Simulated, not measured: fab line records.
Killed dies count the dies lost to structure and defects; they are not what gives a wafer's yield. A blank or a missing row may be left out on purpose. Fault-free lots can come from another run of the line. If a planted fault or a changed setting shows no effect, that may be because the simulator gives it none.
Matching of chambers ; flow n5-finfet ; N5_BEOL_M0_SAQP_PECVD_04 on pecvd-02: 3 sister chambers
The step deposits a-Si from SiH4/He, target thk 60 nm, time 60.2 s. 6 wafers are shown with their chamber, then 11 later ones without.

## WAFERS PAIRED WITH THEIR CHAMBERS
wafer;chamber;showerhead-plenum-p-Torr (Torr);heater-power-w (W)
L079.4;2;5.66;498
L084.1;2;5.67;536
L087.3;0;5.69;517
L087.5;1;5.61;684
L087.6;0;5.68;548
L088.1;1;5.60;648

## WAFERS WITHOUT THEIR CHAMBER
wafer;showerhead-plenum-p-Torr (Torr);heater-power-w (W)
L088.3;5.67;606
L088.5;5.67;602
L089.3;5.69;578
L089.5;5.67;522
L089.6;5.68;595
L092.1;5.62;746
L092.2;5.67;533
L092.6;5.66;534
L097.2;5.66;499
L097.5;5.69;604
L097.6;5.66;504

## WHICH CHAMBER EACH ONE RAN IN
wafer;from the rows above;in truth
L088.3;can't be placed: 0 or 2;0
L088.5;can't be placed: 2 or 0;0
L089.3;0;0
L089.5;can't be placed: 2 or 0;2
L089.6;can't be placed: 0 or 2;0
L092.1;1;1
L092.2;can't be placed: 2 or 0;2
L092.6;2;2
L097.2;2;2
L097.5;0;0
L097.6;2;2
Placed correctly: 6 of 11. From these rows, 5 cannot be placed; in 5 the true chamber is one of the candidates. 0 placed wrongly.
How it was worked out, from the rows above alone: a wafer's distance from a chamber is the root of the sum, over the readings, of the square of ((its reading less the chamber's mean) divided by the reading's scatter). If the next closest chamber is less than 2 further off than the closest, the wafer can't be placed; otherwise it belongs to the closest. For every chamber, the mean is computed from those of its wafers that are shown. The scatter is the square root of a quotient: the sum, over the shown wafers, of each reading's squared deviation from its chamber's mean, divided by wafers minus chambers.
